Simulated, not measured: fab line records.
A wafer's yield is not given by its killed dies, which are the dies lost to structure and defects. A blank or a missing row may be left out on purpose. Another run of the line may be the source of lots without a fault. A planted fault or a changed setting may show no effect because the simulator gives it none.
fab line records -- flow nandHarc
record: lots: 5, wafers: 15, lastDay: 33
route steps=1302 shown A_SOURCE_PLATE@414 A_ONON_D1@424 A_CHANNEL_HOLE_D1@450 END@1302
lots that met no fault: taken from a fault-free run of the same line
startH: hours from the record's first day to the start of the lot's first wafer shown -- waitH: how many hours have passed since the lot's step before this one -- " same as the row above -- L1.1+2: one row covering several wafers at once -- - no value, or no start given -- * or withheld: withheld -- < > ~ a bound
route shown NAME@n: names a module that has steps shown in the file, with the first one's number in the route -- usual: the fault-free wafers' mean and standard deviation -- same: alike in all rows -- chamber/n: place in a boat -- sites: per-site readings -- _std_site: the standard deviation of these -- _edge_site: mean of outer sites minus mean of inner sites -- radiusMm: for every site, how far away it sits from the centre of the wafer -- mask NAME#n: copy n -- behind: the most recent tool/chamber to have shaped the wafer -- hold: why the lot went on hold/how many hours it stayed there/how the hold came to an end -- device: whichever transistor did not switch (one of n, p or np) -- end of line: at the end of the route, the tests of the same wafers -- where a step has no rows: the recipe by itself -- killed: count of dies lost to structure and defects at first sort (not the wafer's yield) -- map: shows each die of a wafer: x if killed, . if not, _ if none is there
set.NAME: the setting as run; set.NAME@STEP: as run at that earlier step -- model.NAME: the simulator's own value behind a step, which no gauge read
a table for each step, a row for each wafer; lots at some steps of the route
services: from which hour (startH, from the record's first day; less than 0 if before it) a tool's chamber was out of use, for how many hours, and why
== steps ==
step: NHARC_A_SOURCE_PLATE_SRD_01
step: NHARC_A_SOURCE_PLATE_OXIDE_02
recipe: targetThkA: 100, tempC: 900, oxTimeS: 1362, material: SiO2
step: NHARC_A_SOURCE_PLATE_THK_MEAS_09
recipe: thkMeasGauge: ellipsometry
usual: thkNm: 9.9/0.96
lot.wafer,tool,chamber,startH,waitH,thkNm
L883.1,filmMetro-01,-,154.76,0.4,10.6
L883.2,filmMetro-01,-,154.76,0.4,9.7
L883.6,filmMetro-01,-,154.76,0.4,10.7
L882.1,filmMetro-02,-,154.76,0.4,9.9
L882.2,filmMetro-02,-,154.76,0.4,10.6
L882.3,filmMetro-02,-,154.76,0.4,8.4
L886.1,filmMetro-02,-,190.10,0.4,9.9
L886.5,filmMetro-02,-,190.10,0.4,8.3
L886.6,filmMetro-02,-,190.10,0.4,8.8
L899.1,filmMetro-01,-,313.28,0.4,8.2
L899.3,filmMetro-01,-,313.28,0.4,9.4
L899.5,filmMetro-01,-,313.28,0.4,10.0
L903.1,filmMetro-02,-,370.44,0.4,9.4
L903.5,filmMetro-02,-,370.44,0.4,9.9
L903.6,filmMetro-02,-,370.44,0.4,10.7
step: NHARC_A_SOURCE_PLATE_PVD_04
recipe: targetThkA: 500, material: WSi2
step: NHARC_A_SOURCE_PLATE_CVD_03
recipe: targetThkA: 2000, tempC: 620, pressureMtorr: 200, timeS: 4000, material: poly-Si
step: NHARC_A_SOURCE_PLATE_ANNEAL_05
recipe: tempC: 850, timeS: 1800
step: NHARC_A_SOURCE_PLATE_THK_MEAS_06
recipe: thkMeasGauge: ellipsometry
usual: thkNm: 199.7/1.8
lot.wafer,tool,chamber,startH,waitH,thkNm
L882.1,filmMetro-01,-,167.65,0.4,199.1
L882.2,filmMetro-01,-,167.65,0.4,198.9
L882.3,filmMetro-01,-,167.65,0.4,200.4
L883.1,filmMetro-02,-,167.65,0.4,202.5
L883.2,filmMetro-02,-,167.65,0.4,200.3
L883.6,filmMetro-02,-,167.65,0.4,200.6
L886.1,filmMetro-02,-,203.15,0.4,197.5
L886.5,filmMetro-02,-,203.15,0.4,199.2
L886.6,filmMetro-02,-,203.15,0.4,198.4
L899.1,filmMetro-01,-,326.36,0.4,203.6
L899.3,filmMetro-01,-,326.36,0.4,201.7
L899.5,filmMetro-01,-,326.36,0.4,201.3
L903.1,filmMetro-01,-,383.38,0.4,201.2
L903.5,filmMetro-01,-,383.38,0.4,199.5
L903.6,filmMetro-01,-,383.38,0.4,202.4
step: NHARC_A_SOURCE_PLATE_INSPECT_08
usual: rawDefectCount: 59/26
lot.wafer,tool,chamber,startH,waitH,rawDefectCount
L882.1,defectInspect-02,-,167.72,0.0,42
L882.2,defectInspect-02,-,167.72,0.0,51
L882.3,defectInspect-02,-,167.72,0.0,65
L883.1,defectInspect-01,-,167.72,0.0,77
L883.2,defectInspect-01,-,167.72,0.0,61
L883.6,defectInspect-01,-,167.72,0.0,66
L886.1,defectInspect-01,-,203.65,0.4,71
L886.5,defectInspect-01,-,203.65,0.4,38
L886.6,defectInspect-01,-,203.65,0.4,52
L899.1,defectInspect-01,-,326.43,0.0,80
L899.3,defectInspect-01,-,326.43,0.0,47
L899.5,defectInspect-01,-,326.43,0.0,55
L903.1,defectInspect-02,-,383.45,0.0,54
L903.5,defectInspect-02,-,383.45,0.0,58
L903.6,defectInspect-02,-,383.45,0.0,69
step: NHARC_A_ONON_D1_DEP_00
recipe: targetThkA: 10000, n2FlowSccm: 2750, n2oFlowSccm: 2000, nh3FlowSccm: 500, sih4FlowSccm: 210, tempC: 400
step: NHARC_A_ONON_D1_THK_MEAS_02
recipe: thkMeasGauge: ellipsometry
usual: thkNm: 1001/8.3
lot.wafer,tool,chamber,startH,waitH,thkNm
L882.1,filmMetro-02,-,168.29,-,1013
L882.2,filmMetro-02,-,168.29,-,1012
L882.3,filmMetro-02,-,168.29,-,1011
L883.1,filmMetro-01,-,168.29,-,997
L883.2,filmMetro-01,-,168.29,-,996
L883.6,filmMetro-01,-,168.29,-,996
L886.1,filmMetro-01,-,204.23,-,1022
L886.5,filmMetro-01,-,204.23,-,1022
L886.6,filmMetro-01,-,204.23,-,1022
L899.1,filmMetro-02,-,327.00,-,1001
L899.3,filmMetro-02,-,327.00,-,1003
L899.5,filmMetro-02,-,327.00,-,1002
L903.1,filmMetro-01,-,384.06,-,1004
L903.5,filmMetro-01,-,384.06,-,1006
L903.6,filmMetro-01,-,384.06,-,1005
step: NHARC_A_ONON_D1_DEP_03
recipe: targetThkA: 10000, n2FlowSccm: 2750, n2oFlowSccm: 2000, nh3FlowSccm: 500, sih4FlowSccm: 210, tempC: 400
usual: sih4FlowSccm: 210.3/0.71
lot.wafer,tool,chamber,startH,waitH,sih4FlowSccm
L882.1,pecvdOnon-03,0,168.35,0.1,210.5
L882.2,pecvdOnon-03,0,168.35,0.1,210.5
L882.3,pecvdOnon-03,0,168.35,0.1,210.5
L883.1,pecvdOnon-04,0,168.35,0.1,210.5
L883.2,pecvdOnon-04,0,168.35,0.1,211.0
L883.6,pecvdOnon-04,0,168.35,0.1,210.5
L886.1,pecvdOnon-03,0,204.29,0.1,211.4
L886.5,pecvdOnon-03,0,204.29,0.1,211.5
L886.6,pecvdOnon-03,0,204.29,0.1,211.7
L899.1,pecvdOnon-03,0,327.06,0.1,210.2
L899.3,pecvdOnon-03,0,327.06,0.1,210.7
L899.5,pecvdOnon-03,0,327.06,0.1,209.7
L903.1,pecvdOnon-02,0,384.11,0.1,211.4
L903.5,pecvdOnon-02,0,384.11,0.1,210.0
L903.6,pecvdOnon-02,0,384.11,0.1,210.7
step: NHARC_A_ONON_D1_THK_MEAS_05
recipe: thkMeasGauge: ellipsometry
usual: thkNm: 1000/8.3
lot.wafer,tool,chamber,startH,waitH,thkNm
L883.1,filmMetro-02,-,168.86,-,1001
L883.2,filmMetro-02,-,168.86,-,1001
L883.6,filmMetro-02,-,168.86,-,1000
L882.1,filmMetro-01,-,168.86,-,1003
L882.2,filmMetro-01,-,168.86,-,1004
L882.3,filmMetro-01,-,168.86,-,1005
L886.1,filmMetro-01,-,204.80,-,994
L886.5,filmMetro-01,-,204.80,-,996
L886.6,filmMetro-01,-,204.80,-,995
L899.1,filmMetro-01,-,327.57,-,1020
L899.3,filmMetro-01,-,327.57,-,1020
L899.5,filmMetro-01,-,327.57,-,1018
L903.1,filmMetro-01,-,384.62,-,984
L903.5,filmMetro-01,-,384.62,-,984
L903.6,filmMetro-01,-,384.62,-,983
step: NHARC_A_ONON_D1_DEP_06
recipe: targetThkA: 10000, n2FlowSccm: 2750, n2oFlowSccm: 2000, nh3FlowSccm: 500, sih4FlowSccm: 210, tempC: 400
step: NHARC_A_ONON_D1_THK_MEAS_08
recipe: thkMeasGauge: ellipsometry
usual: thkNm: 998/10
lot.wafer,tool,chamber,startH,waitH,thkNm
L882.1,filmMetro-02,-,169.43,-,981
L882.2,filmMetro-02,-,169.43,-,982
L882.3,filmMetro-02,-,169.43,-,982
L883.1,filmMetro-01,-,169.43,-,1009
L883.2,filmMetro-01,-,169.43,-,1010
L883.6,filmMetro-01,-,169.43,-,1011
L886.1,filmMetro-02,-,205.37,-,996
L886.5,filmMetro-02,-,205.37,-,996
L886.6,filmMetro-02,-,205.37,-,996
L899.1,filmMetro-01,-,328.13,-,993
L899.3,filmMetro-01,-,328.13,-,990
L899.5,filmMetro-01,-,328.13,-,990
L903.1,filmMetro-01,-,385.19,-,1003
L903.5,filmMetro-01,-,385.19,-,1003
L903.6,filmMetro-01,-,385.19,-,1004
step: NHARC_A_ONON_D1_DEP_09
recipe: targetThkA: 10000, n2FlowSccm: 2750, n2oFlowSccm: 2000, nh3FlowSccm: 500, sih4FlowSccm: 210, tempC: 400
step: NHARC_A_ONON_D1_THK_MEAS_11
recipe: thkMeasGauge: ellipsometry
usual: thkNm: 1001/8.5
lot.wafer,tool,chamber,startH,waitH,thkNm
L882.1,filmMetro-01,-,169.99,-,1011
L882.2,filmMetro-01,-,169.99,-,1009
L882.3,filmMetro-01,-,169.99,-,1008
L883.1,filmMetro-02,-,170.00,-,1004
L883.2,filmMetro-02,-,170.00,-,1006
L883.6,filmMetro-02,-,170.00,-,1006
L886.1,filmMetro-02,-,205.94,-,1008
L886.5,filmMetro-02,-,205.94,-,1008
L886.6,filmMetro-02,-,205.94,-,1009
L899.1,filmMetro-01,-,328.69,-,1001
L899.3,filmMetro-01,-,328.69,-,1001
L899.5,filmMetro-01,-,328.69,-,1000
L903.1,filmMetro-01,-,385.76,-,992
L903.5,filmMetro-01,-,385.76,-,991
L903.6,filmMetro-01,-,385.76,-,992
step: NHARC_A_ONON_D1_DEP_12
recipe: targetThkA: 10000, n2FlowSccm: 2750, n2oFlowSccm: 2000, nh3FlowSccm: 500, sih4FlowSccm: 210, tempC: 400
step: NHARC_A_ONON_D1_THK_MEAS_14
recipe: thkMeasGauge: ellipsometry
usual: thkNm: 1002/8.6
lot.wafer,tool,chamber,startH,waitH,thkNm
L883.1,filmMetro-01,-,170.56,-,1002
L883.2,filmMetro-01,-,170.56,-,1003
L883.6,filmMetro-01,-,170.56,-,1002
L882.1,filmMetro-02,-,170.56,-,1000
L882.2,filmMetro-02,-,170.56,-,999
L882.3,filmMetro-02,-,170.56,-,1000
L886.1,filmMetro-02,-,206.50,-,1014
L886.5,filmMetro-02,-,206.50,-,1014
L886.6,filmMetro-02,-,206.50,-,1013
L899.1,filmMetro-02,-,329.26,-,993
L899.3,filmMetro-02,-,329.26,-,994
L899.5,filmMetro-02,-,329.26,-,993
L903.1,filmMetro-01,-,386.59,-,983
L903.5,filmMetro-01,-,386.59,-,982
L903.6,filmMetro-01,-,386.59,-,984
step: NHARC_A_ONON_D1_ANNEAL_15
recipe: tempC: 750, timeS: 3600
step: NHARC_A_ONON_D1_DEP_16
recipe: targetThkA: 10000, n2FlowSccm: 2750, n2oFlowSccm: 2000, nh3FlowSccm: 500, sih4FlowSccm: 210, tempC: 400
step: NHARC_A_ONON_D1_THK_MEAS_18
recipe: thkMeasGauge: ellipsometry
usual: thkNm: 1002/9.8
lot.wafer,tool,chamber,startH,waitH,thkNm
L883.1,filmMetro-02,-,178.67,-,1025
L883.2,filmMetro-02,-,178.67,-,1024
L883.6,filmMetro-02,-,178.67,-,1023
L882.1,filmMetro-01,-,178.70,-,992
L882.2,filmMetro-01,-,178.70,-,992
L882.3,filmMetro-01,-,178.70,-,992
L886.1,filmMetro-01,-,215.98,-,1013
L886.5,filmMetro-01,-,215.98,-,1012
L886.6,filmMetro-01,-,215.98,-,1012
L899.1,filmMetro-01,-,336.83,-,1005
L899.3,filmMetro-01,-,336.83,-,1004
L899.5,filmMetro-01,-,336.83,-,1002
L903.1,filmMetro-02,-,394.07,-,990
L903.5,filmMetro-02,-,394.07,-,990
L903.6,filmMetro-02,-,394.07,-,990
step: NHARC_A_ONON_D1_DEP_19
recipe: targetThkA: 10000, n2FlowSccm: 2750, n2oFlowSccm: 2000, nh3FlowSccm: 500, sih4FlowSccm: 210, tempC: 400
step: NHARC_A_ONON_D1_THK_MEAS_21
recipe: thkMeasGauge: ellipsometry
usual: thkNm: 1003/10
lot.wafer,tool,chamber,startH,waitH,thkNm
L883.1,filmMetro-01,-,179.24,-,973
L883.2,filmMetro-01,-,179.24,-,975
L883.6,filmMetro-01,-,179.24,-,973
L882.1,filmMetro-02,-,179.26,-,997
L882.2,filmMetro-02,-,179.26,-,997
L882.3,filmMetro-02,-,179.26,-,997
L886.1,filmMetro-02,-,216.55,-,1004
L886.5,filmMetro-02,-,216.55,-,1006
L886.6,filmMetro-02,-,216.55,-,1004
L899.1,filmMetro-01,-,337.40,-,998
L899.3,filmMetro-01,-,337.40,-,996
L899.5,filmMetro-01,-,337.40,-,997
L903.1,filmMetro-02,-,394.63,-,996
L903.5,filmMetro-02,-,394.63,-,998
L903.6,filmMetro-02,-,394.63,-,995
step: NHARC_A_ONON_D1_DEP_22
recipe: targetThkA: 10000, n2FlowSccm: 2750, n2oFlowSccm: 2000, nh3FlowSccm: 500, sih4FlowSccm: 210, tempC: 400
step: NHARC_A_ONON_D1_THK_MEAS_24
recipe: thkMeasGauge: ellipsometry
usual: thkNm: 1001/8.6
lot.wafer,tool,chamber,startH,waitH,thkNm
L883.1,filmMetro-01,-,179.81,-,995
L883.2,filmMetro-01,-,179.81,-,995
L883.6,filmMetro-01,-,179.81,-,995
L882.1,filmMetro-02,-,179.82,-,1008
L882.2,filmMetro-02,-,179.82,-,1007
L882.3,filmMetro-02,-,179.82,-,1006
L886.1,filmMetro-02,-,217.11,-,1002
L886.5,filmMetro-02,-,217.11,-,1003
L886.6,filmMetro-02,-,217.11,-,1003
L899.1,filmMetro-01,-,337.96,-,980
L899.3,filmMetro-01,-,337.96,-,982
L899.5,filmMetro-01,-,337.96,-,981
L903.1,filmMetro-02,-,395.20,-,1003
L903.5,filmMetro-02,-,395.20,-,1002
L903.6,filmMetro-02,-,395.20,-,1001
step: NHARC_A_ONON_D1_DEP_25
recipe: targetThkA: 10000, n2FlowSccm: 2750, n2oFlowSccm: 2000, nh3FlowSccm: 500, sih4FlowSccm: 210, tempC: 400
step: NHARC_A_ONON_D1_THK_MEAS_27
recipe: thkMeasGauge: ellipsometry
usual: thkNm: 1002/8.6
lot.wafer,tool,chamber,startH,waitH,thkNm
L883.1,filmMetro-02,-,180.39,-,1005
L883.2,filmMetro-02,-,180.39,-,1008
L883.6,filmMetro-02,-,180.39,-,1007
L882.1,filmMetro-01,-,180.39,-,1005
L882.2,filmMetro-01,-,180.39,-,1005
L882.3,filmMetro-01,-,180.39,-,1005
L886.1,filmMetro-02,-,217.68,-,1001
L886.5,filmMetro-02,-,217.68,-,1001
L886.6,filmMetro-02,-,217.68,-,1001
L899.1,filmMetro-01,-,338.53,-,998
L899.3,filmMetro-01,-,338.53,-,999
L899.5,filmMetro-01,-,338.53,-,999
L903.1,filmMetro-01,-,395.77,-,1009
L903.5,filmMetro-01,-,395.77,-,1007
L903.6,filmMetro-01,-,395.77,-,1007
step: NHARC_A_ONON_D1_DEP_28
recipe: targetThkA: 10000, n2FlowSccm: 2750, n2oFlowSccm: 2000, nh3FlowSccm: 500, sih4FlowSccm: 210, tempC: 400
step: NHARC_A_ONON_D1_THK_MEAS_30
recipe: thkMeasGauge: ellipsometry
usual: thkNm: 998/9
lot.wafer,tool,chamber,startH,waitH,thkNm
L883.1,filmMetro-02,-,180.95,-,1002
L883.2,filmMetro-02,-,180.95,-,1007
L883.6,filmMetro-02,-,180.95,-,1003
L882.1,filmMetro-01,-,180.96,-,996
L882.2,filmMetro-01,-,180.96,-,993
L882.3,filmMetro-01,-,180.96,-,993
L886.1,filmMetro-01,-,218.25,-,1012
L886.5,filmMetro-01,-,218.25,-,1012
L886.6,filmMetro-01,-,218.25,-,1014
L899.1,filmMetro-02,-,339.10,-,991
L899.3,filmMetro-02,-,339.10,-,993
L899.5,filmMetro-02,-,339.10,-,992
L903.1,filmMetro-02,-,396.34,-,994
L903.5,filmMetro-02,-,396.34,-,995
L903.6,filmMetro-02,-,396.34,-,994
step: NHARC_A_ONON_D1_DEP_33
recipe: targetThkA: 2000, tempC: 400, pressureTorr: 6.5, rfW: 900, teosFlowSccm: 161.4, flowSccm: 2650, targetThkNm: 200, gas: O2, material: SiO2
usual: heaterPowerW: 574/99, throttleValvePct: 16.1/0.66
lot.wafer,tool,chamber,startH,waitH,heaterPowerW,throttleValvePct
L883.2,pecvd-02,2,181.01,0.1,641,16.7
L883.1,pecvd-02,0,181.01,0.1,563,16.2
L883.6,pecvd-02,0,181.01,0.1,583,16.2
L882.2,pecvd-03,1,181.02,0.1,416,14.9
L882.1,pecvd-03,2,181.02,0.1,619,17.2
L882.3,pecvd-03,0,181.02,0.1,496,16.4
L886.1,pecvd-01,2,218.31,0.1,713,16.5
L886.5,pecvd-01,0,218.31,0.1,526,15.9
L886.6,pecvd-01,1,218.31,0.1,491,15.8
L899.1,pecvd-01,2,339.16,0.1,783,16.1
L899.3,pecvd-01,1,339.16,0.1,519,15.9
L899.5,pecvd-01,0,339.16,0.1,575,15.7
L903.1,pecvd-03,2,396.39,0.1,622,16.3
L903.5,pecvd-03,0,396.39,0.1,464,16.0
L903.6,pecvd-03,1,396.39,0.1,438,14.5
step: NHARC_A_ONON_D1_THK_MEAS_34
recipe: thkMeasGauge: ellipsometry
usual: thkNm: 200/3.1
lot.wafer,tool,chamber,startH,waitH,thkNm
L883.1,filmMetro-01,-,181.42,-,201
L883.2,filmMetro-01,-,181.42,-,202
L883.6,filmMetro-01,-,181.42,-,203
L882.1,filmMetro-02,-,181.43,-,197
L882.2,filmMetro-02,-,181.43,-,198
L882.3,filmMetro-02,-,181.43,-,200
L886.1,filmMetro-02,-,218.73,-,202
L886.5,filmMetro-02,-,218.73,-,203
L886.6,filmMetro-02,-,218.73,-,205
L899.1,filmMetro-02,-,339.57,-,203
L899.3,filmMetro-02,-,339.57,-,195
L899.5,filmMetro-02,-,339.57,-,206
L903.1,filmMetro-01,-,396.81,-,198
L903.5,filmMetro-01,-,396.81,-,202
L903.6,filmMetro-01,-,396.81,-,199
step: NHARC_A_CHANNEL_HOLE_D1_DEP_00
recipe: targetThkA: 31000, tempC: 400, material: aC
usual: throttleValvePct: 35.001/0.0084
lot.wafer,tool,chamber,startH,waitH,throttleValvePct
L883.1,aclDep-01,0,182.60,1.1,35.004
L883.2,aclDep-01,0,182.60,1.1,35.008
L883.6,aclDep-01,0,184.22,2.7,35.014
L882.1,aclDep-02,0,184.49,3.0,35.005
L882.2,aclDep-02,0,184.49,3.0,34.993
L882.3,aclDep-02,0,184.49,3.0,35.004
L886.1,aclDep-02,0,218.86,0.1,34.996
L886.5,aclDep-02,0,220.12,1.3,34.993
L886.6,aclDep-02,0,220.12,1.3,35.000
L899.1,aclDep-01,0,341.22,1.6,34.999
L899.3,aclDep-01,0,341.22,1.6,34.986
L899.5,aclDep-01,0,341.22,1.6,34.993
L903.1,aclDep-02,0,399.76,2.9,35.004
L903.5,aclDep-02,0,401.02,4.1,34.987
L903.6,aclDep-02,0,401.02,4.1,34.994
step: NHARC_A_CHANNEL_HOLE_D1_DEP_01
recipe: targetThkA: 1400, targetThkNm: 140, tempC: 400, pressureTorr: 3.5, flowSccm: 200, rfW: 350, material: SiON
usual: heaterPowerW: 793/96
lot.wafer,tool,chamber,startH,waitH,heaterPowerW
L883.1,pecvd-02,1,184.59,1.7,823
L883.2,pecvd-02,2,184.59,1.7,726
L883.6,pecvd-02,1,184.59,1.7,854
L882.3,pecvd-01,1,186.58,1.1,763
L882.2,pecvd-01,2,186.58,1.1,972
L882.1,pecvd-01,0,186.58,1.1,635
L886.1,pecvd-02,0,220.80,1.6,649
L886.6,pecvd-02,0,220.80,1.6,677
L886.5,pecvd-02,1,220.80,1.6,731
L899.3,pecvd-02,1,343.12,1.0,800
L899.1,pecvd-02,2,343.12,1.0,772
L899.5,pecvd-02,1,343.12,1.0,802
L903.1,pecvd-04,0,401.73,1.7,923
L903.6,pecvd-04,2,401.73,1.7,673
L903.5,pecvd-04,0,401.73,1.7,910
step: NHARC_A_CHANNEL_HOLE_D1_DEHYDRATE_02
recipe: tempC: 150, timeS: 120
step: NHARC_A_CHANNEL_HOLE_D1_HMDS_03
recipe: timeS: 30
step: NHARC_A_CHANNEL_HOLE_D1_COAT_36
recipe: tempC: 260, timeS: 75
step: NHARC_A_CHANNEL_HOLE_D1_COAT_37
recipe: tempC: 225, timeS: 65
step: NHARC_END_SORT_01
recipe: tempC: 25
usual: killedAtArray: 52/16, killedAtOther: 0.8/0.98, killedAtPeriphery: 4.2/2.9, killedDies: 57/16, killedOpen: 3.3/1.9, killedShort: 2.5/1.5
same: grossDies: 677
lot.wafer,tool,chamber,startH,waitH,killedAtArray,killedAtOther,killedAtPeriphery,killedDies,killedOpen,killedShort
L899.1,prober-02,0,734.22,2.5,104,1,3,108,2,2
L899.3,prober-02,0,735.80,3.1,98,1,9,108,4,4
L899.5,prober-02,0,737.38,3.7,102,2,6,110,2,4
killed by level:class
L899.1 A_ONON_D1:unspecified=38 A_CHANNEL_HOLE_D2:chamberFilmFlake=35 A_SLIT:chamberFilmFlake=19 A_STAIRCASE:chamberFilmFlake=6 A_CHANNEL_HOLE_D1:chamberFilmFlake=2 A_CONTACT:chamberFilmFlake=2 P_M0:geometricParticle:open=1 A_DECK1_JOINT:geometricParticle:short=1
L899.3 A_ONON_D1:unspecified=35 A_SLIT:chamberFilmFlake=25 A_CHANNEL_HOLE_D2:chamberFilmFlake=21 A_CHANNEL_HOLE_D1:chamberFilmFlake=5 P_M2:chamberFilmFlake=3 A_STAIRCASE:chamberFilmFlake=3 P_STI:chamberFilmFlake=2 A_WL_FILL:chamberFilmFlake=2
L899.5 A_ONON_D1:unspecified=41 A_SLIT:chamberFilmFlake=22 A_CHANNEL_HOLE_D2:chamberFilmFlake=21 A_CHANNEL_HOLE_D1:chamberFilmFlake=8 A_CHANNEL_FILL_D2:geometricParticle:short=2 P_M2:chamberFilmFlake=2 A_STAIRCASE:chamberFilmFlake=2 A_CONTACT:chamberFilmFlake=2
map L899.5 (x killed, . not)
____________.____________
_________......x_________
_______....x.....x_______
______....x....xxxx______
_____...........xxxx_____
____............xxxxx____
____...........xxxxxx____
___.............xxxxxx___
___...............xxxx___
__...............x.xxxx__
__.............x..xxxxx__
_.................xx...._
_......................._
_...............x......._
_......................._
_x..................x..._
.........................
.........................
................x........
.........................
.........................
_...xx..x..............._
_....x.xxx.............._
_.....xx................_
_..xxx..x......xx......._
_...xxx.........x......._
__xx..x.x..x........x..__
__x....................__
___xxxxx.x......x.x...___
___.............xxx.x.___
____....x.....xxxxxx.____
____..x......x..xxx..____
_____...........xxxx_____
______..x........xx______
_______......x..xx_______
_________......._________
____________.____________
map L882.1 (x killed, . not)
____________.____________
_________.....x._________
_______......x...._______
______.............______
_____..............._____
____.................____
____....x............____
___...................___
___...................___
__...................xx__
__...................xx__
_.....................xx_
_.....................xx_
_....................xxx_
_...............x...x.xx_
_.....................xx_
.........................
................x........
......................xx.
.x.......................
............x......x.x...
_......................._
_......................._
_......................._
_............x....x....._
_..x...................._
__.....................__
__......x..............__
___x....x.............___
___...........x.x.....___
____.................____
____.................____
_____..............._____
______.............______
_______..........._______
_________......._________
____________.____________
== services ==
tool,chamber,startH,hours,kind
pecvd-03,-,185.00,13.0,pm
pecvdOnon-02,-,185.00,13.0,pm
aclDep-01,-,190.14,13.0,pm
pecvdOnon-03,-,227.00,13.0,pm
pecvd-02,-,227.03,13.0,pm
aclDep-02,-,232.30,0.3,repair
aclDep-02,-,244.29,13.0,pm
pecvd-02,0,252.26,7.8,repair
pecvd-01,-,259.94,0.6,repair
pecvd-03,-,261.61,1.1,repair
pecvd-04,-,269.00,13.0,pm
aclDep-01,-,274.11,1.0,repair
pecvd-01,-,278.93,0.3,repair
pecvdOnon-02,-,289.69,2.5,repair
pecvd-02,2,307.23,16.9,repair
pecvd-04,0,308.56,4.1,repair
pecvdOnon-04,-,311.32,13.0,pm
pecvd-01,-,311.34,13.0,pm
pecvd-04,-,332.02,0.9,repair
pecvd-03,-,351.50,1.8,repair
pecvd-02,-,352.64,0.5,repair
pecvd-03,-,365.09,3.3,repair
pecvd-03,-,368.41,13.0,pm
aclDep-01,-,371.14,13.0,pm
== key ==
firstSign: step: NHARC_END_SORT_01, reading: killedDies, direction: up, sigmas: 3.2, usual: 57, struck: 109
effect: step: NHARC_END_SORT_01, reading: killedAtArray, direction: up, sigmas: 3.1, usual: 52, struck: 101
moreKillsBornAt: NHARC_A_ONON_D1_DEP_03@pecvdOnon-03: 114
metAt NHARC_A_ONON_D1_DEP_03
struckWafers L899.1,L899.3,L899.5
testerLeftOut L899
onsetBetween 204.29 327.06
alsoFits NHARC_A_ONON_D1_DEP_33:pecvd-01,NHARC_A_CHANNEL_HOLE_D1_DEP_00:aclDep-01,NHARC_A_CHANNEL_HOLE_D1_DEP_01:pecvd-02
fault: kind: chamberParticleSource, tool: pecvdOnon-03, chamber: -, onsetH: 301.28, steps: NHARC_A_ONON_D1_DEP_03, ratePerVisitCm2: 0.45731, endH: 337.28
testerLeftOut: of these lots the tester's yield and bins aren't shown, on N5 and GAA mostly nor the transistor test; their killed dies are dies lost to structure and defects alone, not to doping, threshold or leakage, so they don't give the yield
